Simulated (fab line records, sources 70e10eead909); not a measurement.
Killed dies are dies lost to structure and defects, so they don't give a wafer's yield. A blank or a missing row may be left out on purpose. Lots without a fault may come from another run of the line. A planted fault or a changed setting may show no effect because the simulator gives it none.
A struck lot beside a sound one | flow nand_harc | 14 steps out of a route of 1302
Sound: wafers L449.1, L449.4, L449.5. Struck: wafer L442.1. (L442.6 of the same lot was not struck and is left out.) The cause comes at the end.
At each step with rows: each side's tool, then ch and its chambers, then its first start. Under that, the readings that differ: sound wafers | struck wafers | difference of the means | sigmas: that difference in standard deviations of wafers without a fault.
alike: readings whose means differ by less than 2 such deviations, and words and numbers that are the same on both sides. not compared: withheld readings, readings that some wafer has no value for, bounds like >300 that may hide the same value, and numbers for which the record gives no deviation and whose values overlap.
The two part at a step that has a row with sigmas, a row that says differs or no value, or rows on one side only. Numbers that don't overlap but have no deviation are shown without sigmas and don't part them. A reading that every wafer of one side lacks parts them only if that side has two wafers or more.

first, 4 steps without rows for these wafers: NHARC_A_WL_FILL_STRIP_28 (strips in post etch residue remover, time 1200 s); NHARC_A_WL_FILL_PRECLEAN_06 (cleans in DIW, time 300 s); NHARC_A_WL_FILL_SRD_07; NHARC_A_WL_FILL_ANNEAL_08 (time 1800 s).
NHARC_A_WL_FILL_ALD_10: deposits SiO2, target thk 50 nm, pulse time 10 s, ald cycles 500.
  sound on ald_hk-01 ch 0,2,3, day 28 08:45; struck on ald_hk-01 ch 0, day 25 10:08
  reading              | sound                | struck | difference | sigmas
  susceptor_temp_C (C) | 299.93 299.89 300.06 | 300.30 | +0.34      | +2
  alike: heater_power_w, precursor_pulse_height_rel
NHARC_A_WL_FILL_ETCHBACK_16: etches the open film in C4F8/O2/Ar, target depth 120 nm, time 24 s.
  sound on rie_diel-01 ch 0,2,3; struck on rie_diel-02 ch 3
  alike: oes_product_au, rf_vpp_V, run_length_s
  not compared: rf_hours_counter_h
NHARC_A_WL_FILL_STRIP_29: strips in O2, time 20 s.
  sound on rie_diel-01 ch 0,3, day 28 12:27; struck on rie_diel-02 ch 2, day 25 14:22
  alike: drypump_motor_current_A, oes_product_au, rf_vpp_V, showerhead_plenum_p_Torr, throttle_valve_pct
  not compared: rf_hours_counter_h
NHARC_A_WL_FILL_ETCHBACK_17: etches the open film in Cl2/BCl3, target depth 4 nm, time 26.7 s.
  sound on rie_metal-02 ch 0,1, day 28 12:34; struck on rie_metal-01 ch 0, day 25 14:27
  alike: drypump_motor_current_A, he_backside_leak_sccm, oes_product_au, run_length_s
  not compared: rf_hours_counter_h
then, 3 steps without rows for these wafers: NHARC_A_WL_FILL_PRECLEAN_18 (cleans in dHF, time 30 s); NHARC_A_WL_FILL_SRD_21; NHARC_A_WL_FILL_CVD_23 (deposits poly-Si, target thk 40 nm, time 800 s).
NHARC_A_WL_FILL_ETCHBACK_26: etches the open film in HBr, target depth 52 nm, time 13.3 s.
  sound on rie_si-01 ch 0,1,2, day 28 17:47; struck on rie_si-01 ch 1, day 25 19:42
  reading          | sound          | struck | difference | sigmas
  run_length_s (s) | 33.8 34.4 34.7 | 30.5   | -3.8       | -10
  alike: drypump_motor_current_A, he_backside_leak_sccm, oes_product_au, throttle_valve_pct
  not compared: rf_hours_counter_h
then, 2 steps without rows for these wafers: NHARC_A_WL_FILL_PRECLEAN_30 (cleans in dHF, time 10 s); NHARC_END_SORT_01.

WHERE THEY PART
First at NHARC_A_WL_FILL_ALD_10; last, within this record, at NHARC_A_WL_FILL_ETCHBACK_26.

WHY: what the simulator had put in
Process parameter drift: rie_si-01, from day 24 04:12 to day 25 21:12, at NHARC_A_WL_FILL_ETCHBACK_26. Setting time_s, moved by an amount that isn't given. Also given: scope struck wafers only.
